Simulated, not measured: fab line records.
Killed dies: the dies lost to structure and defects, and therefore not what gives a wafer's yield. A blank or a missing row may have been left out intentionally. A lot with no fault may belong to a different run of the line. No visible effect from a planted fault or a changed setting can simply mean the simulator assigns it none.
Which tool is to blame? | flow nand-harc | route of 1302 steps, sampled at 1 step: 6 lots, 17 wafers

== WHAT THE GAUGES READ, wafer by wafer ==
NHARC_A_CONTACT_CD_MEAS_80.
lot  | measured     | on        | cd-nm (nm)
L162 | day 22 17:35 | cd-sem-02 | 289.0 290.0 289.0
L163 | day 23 00:42 | cd-sem-02 | 289.2 289.7 288.8
L166 | day 23 14:45 | cd-sem-02 | 289.4 288.2 289.2
L171 | day 26 12:33 | cd-sem-01 | 290.0 290.1 290.4
L174 | day 27 14:26 | cd-sem-03 | 290.3 290.1
L182 | day 31 06:31 | cd-sem-01 | 290.0 290.4 290.6

== EACH LOT AND THE TOOL THAT RAN IT (in order: tool; ch and the chambers of the sampled wafers; start) ==
Record: no process step prior to these readings.

== THE ANSWER, worked out from the rows above alone ==
Rule: usual is defined by the lots themselves. The widest of any qualifying gaps counts: lots, ordered by their means at a reading, are off when they make up no more than a third of the lots, leave a main group of 4 or more, and stand apart from it by 3 or more times the standard deviation of that group's means. A main group whose means are all the same, to the digits that the tables above print for the reading, isn't used. Also off: a lot with no number at a reading for which 4 or more lots have one. Any other lot the step has rows for is counted as sound.
No lot is off on any of the readings shown, so nothing can be concluded from this.

== WHAT THE SIMULATOR PUT IN ==
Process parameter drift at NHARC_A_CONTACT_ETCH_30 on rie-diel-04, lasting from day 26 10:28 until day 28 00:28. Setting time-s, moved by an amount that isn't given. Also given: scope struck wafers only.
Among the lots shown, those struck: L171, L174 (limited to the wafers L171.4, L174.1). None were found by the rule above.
